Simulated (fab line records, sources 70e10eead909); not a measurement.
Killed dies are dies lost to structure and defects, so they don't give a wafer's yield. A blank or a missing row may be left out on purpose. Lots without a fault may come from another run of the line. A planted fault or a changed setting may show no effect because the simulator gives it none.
Chamber matching | flow nand_harc | NHARC_A_CHANNEL_FILL_D2_STRIP_28 on rie_diel-06: 4 sister chambers
The step strips in O2, time 20 s. 8 wafers are shown with their chamber, then 7 later ones without.

WAFERS WITH THEIR CHAMBER
wafer  | chamber | drypump_motor_current_A (A) | oes_product_au (a.u.)
L081.6 | 1       | 6.54                        | 0.989
L084.4 | 3       | 5.78                        | 1.014
L084.5 | 0       | 6.00                        | 1.004
L089.1 | 3       | 5.78                        | 1.022
L089.4 | 2       | 5.89                        | 1.004
L089.6 | 2       | 5.89                        | 1.006
L088.1 | 0       | 6.01                        | 0.997
L088.4 | 1       | 6.53                        | 1.004

WAFERS WITHOUT THEIR CHAMBER
wafer  | drypump_motor_current_A (A) | oes_product_au (a.u.)
L088.5 | 5.75                        | 1.014
L090.1 | 5.85                        | 0.995
L090.5 | 5.80                        | 1.000
L090.6 | 6.00                        | 0.991
L097.2 | 6.01                        | 1.017
L097.4 | 5.85                        | 0.997
L097.5 | 6.54                        | 1.000

WHICH CHAMBER EACH WENT THROUGH
wafer  | from the rows above | in truth
L088.5 | 3                   | 3
L090.1 | 2                   | 2
L090.5 | 3                   | 3
L090.6 | 0                   | 0
L097.2 | 0                   | 0
L097.4 | 2                   | 2
L097.5 | 1                   | 1
Placed correctly: 7 of 7. Can't be placed from these rows: 0. Placed wrongly: 0.
How it was worked out, from the rows above alone: a wafer's distance from a chamber is the root of the sum, over the readings, of the square of ((its reading less the chamber's mean) divided by the reading's scatter). The wafer belongs to the nearest chamber; if the next one is less than 2 further off, it can't be placed. A chamber's mean is the mean of its shown wafers. The scatter: the root of (the sum of the squares of (reading less its chamber's mean) over the shown wafers, divided by (wafers less chambers)).
